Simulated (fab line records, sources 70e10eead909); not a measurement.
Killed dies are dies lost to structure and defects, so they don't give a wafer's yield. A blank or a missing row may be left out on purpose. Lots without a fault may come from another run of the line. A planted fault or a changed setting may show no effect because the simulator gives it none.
Chamber matching | flow nand_harc | NHARC_P_GATE_DESCUM_93 on rie_diel-13: 4 sister chambers
The step chemistry O2, time 3 s. 16 wafers are shown with their chamber, then 7 later ones without.

WAFERS WITH THEIR CHAMBER
wafer  | chamber | drypump_motor_current_A (A) | oes_product_au (a.u.) | rf_vpp_V (V)
L074.2 | 1       | 5.8                         | 0.984                 | 55.9
L074.5 | 0       | 5.2                         | 0.994                 | 59.4
L074.6 | 1       | 5.8                         | 0.997                 | 57.8
L075.1 | 3       | 6.5                         | 1.006                 | 57.5
L075.2 | 2       | 5.4                         | 0.989                 | 59.0
L075.5 | 1       | 5.8                         | 0.998                 | 57.9
L078.1 | 1       | 5.8                         | 0.988                 | 59.3
L078.2 | 0       | 5.3                         | 0.994                 | 57.2
L078.5 | 1       | 5.8                         | 0.990                 | 58.2
L081.3 | 2       | 5.4                         | 0.993                 | 57.7
L081.5 | 2       | 5.4                         | 0.986                 | 59.5
L088.2 | 3       | 6.5                         | 1.018                 | 57.7
L088.3 | 1       | 5.8                         | 0.991                 | 57.7
L088.6 | 3       | 6.4                         | 1.018                 | 56.9
L090.3 | 2       | 5.4                         | 0.998                 | 58.4
L090.4 | 0       | 5.2                         | 0.994                 | 58.4

SIGNATURES (means of the wafers above)
reading                 | chamber 0 | chamber 1 | chamber 2 | chamber 3 | scatter within a chamber
drypump_motor_current_A | 5.233     | 5.800     | 5.400     | 6.467     | 0.0333
oes_product_au          | 0.99400   | 0.99133   | 0.99150   | 1.01400   | 0.00517
rf_vpp_V                | 58.333    | 57.800    | 58.650    | 57.367    | 0.941
Rule: a wafer's distance from a chamber is the root of the sum, over the readings, of the square of ((its reading less the chamber's mean) divided by the reading's scatter). The wafer belongs to the nearest chamber; if the next one is less than 2 further off, it can't be placed. The scatter: the root of (the sum of the squares of (reading less its chamber's mean) over the shown wafers, divided by (wafers less chambers)).

WAFERS WITHOUT THEIR CHAMBER
wafer  | drypump_motor_current_A (A) | oes_product_au (a.u.) | rf_vpp_V (V)
L090.5 | 5.8                         | 1.001                 | 58.5
L095.3 | 5.3                         | 1.001                 | 57.6
L095.4 | 5.8                         | 0.976                 | 58.6
L095.5 | 6.5                         | 1.009                 | 57.4
L097.2 | 6.4                         | 1.010                 | 58.4
L097.4 | 5.8                         | 0.989                 | 58.8
L097.6 | 5.3                         | 0.990                 | 59.0

WHICH CHAMBER EACH WENT THROUGH
wafer  | from the rows above     | in truth
L090.5 | 1                       | 1
L095.3 | can't be placed: 0 or 2 | 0
L095.4 | 1                       | 1
L095.5 | 3                       | 3
L097.2 | 3                       | 3
L097.4 | 1                       | 1
L097.6 | can't be placed: 0 or 2 | 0
Placed correctly: 5 of 7. Can't be placed from these rows: 2 (the true chamber is among the candidates in 2). Placed wrongly: 0.
